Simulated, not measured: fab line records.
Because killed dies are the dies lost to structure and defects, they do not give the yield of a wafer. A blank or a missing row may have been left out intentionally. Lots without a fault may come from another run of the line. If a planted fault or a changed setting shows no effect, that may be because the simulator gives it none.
Struck lot and sound lot, side by side	flow nandHarc	12 steps out of a route of 1159
Sound: the wafers L326.1, L326.2, L326.5. Wafers L316.1, L316.2, L316.4 were the ones struck. At the end, the cause is stated.
Each step with rows lists, per side, the tool, then ch with its chambers, then its first start. Under that, the readings that differ: sound wafers	struck wafers	difference of the means	sigmas: that difference in standard deviations of wafers without a fault.
alike: same words and numbers on both sides, and readings whose means sit less than 2 such deviations apart. not compared: any withheld reading, any reading some wafer has no value for, any bound like >300 that may hide the same value, and any number with overlapping values for which the record gives no deviation.
A row with sigmas, a row that says differs or no value, or rows on one side alone: a step with any of these is where the two part. Non-overlapping numbers with no deviation appear without sigmas and do not part them. A reading that every wafer of one side lacks parts them only if that side has two wafers or more.

NHARC_A_ZERO_WELL_INSPECT_17:
  struck on defectInspect-02, day 8 21:52; sound on defectInspect-01, day 11 17:25
  alike: rawDefectCount
then, 3 steps without rows for these wafers: NHARC_A_SOURCE_PLATE_PRECLEAN_00 (cleans in HF-LAST, time 60 s); NHARC_A_SOURCE_PLATE_SRD_01; NHARC_A_SOURCE_PLATE_OXIDE_02 (material SiO2, target thk 10 nm, ox time 1362 s).
NHARC_A_SOURCE_PLATE_THK_MEAS_09: measures by ellipsometry.
  struck on filmMetro-01, day 9 05:01; sound on filmMetro-01, day 12 00:52
  alike: thkNm
then, 3 steps without rows for these wafers: NHARC_A_SOURCE_PLATE_PVD_04 (deposits WSi2, target thk 50 nm); NHARC_A_SOURCE_PLATE_CVD_03 (deposits poly-Si, target thk 200 nm, time 4000 s); NHARC_A_SOURCE_PLATE_ANNEAL_05 (time 1800 s).
NHARC_A_SOURCE_PLATE_THK_MEAS_06: measures by ellipsometry.
  struck on filmMetro-02, day 9 18:53; sound on filmMetro-01, day 12 13:58
  alike: thkNm
NHARC_A_SOURCE_PLATE_INSPECT_08:
  struck on defectInspect-02, day 9 18:58; sound on defectInspect-01, day 12 14:04
  alike: rawDefectCount
NHARC_A_ONON_D1_DEP_00: target thk 1000 nm.
  struck on pecvdOnon-02, day 9 19:01; sound on pecvdOnon-04 ch 0, day 12 14:08
  no value came back on the struck wafers for n2FlowSccm (sccm), n2oFlowSccm (sccm); on the sound wafers n2FlowSccm (sccm) reads 2747 2739 2741
-- record jumps: 11 days between struck wafers' starts before vs after; left off in module A_ONON_D1, resumes in module END, first step shown is number 1159 of the route --
NHARC_END_SORT_01:
  sound on prober-01 ch 0, day 24 08:53; struck on prober-02 ch 0, day 21 06:06
reading	sound	struck	difference	sigmas
killedAtArray	49 53 34	674 672 675	+628	+65
killedDies	50 58 37	677 677 677	+629	+63
  alike: killedAtOther, killedAtPeriphery, killedOpen, killedShort

== WHERE THEY PART ==
Earliest at NHARC_A_ONON_D1_DEP_00; latest, in this record, at NHARC_END_SORT_01.

WHY: the cause the simulator had injected
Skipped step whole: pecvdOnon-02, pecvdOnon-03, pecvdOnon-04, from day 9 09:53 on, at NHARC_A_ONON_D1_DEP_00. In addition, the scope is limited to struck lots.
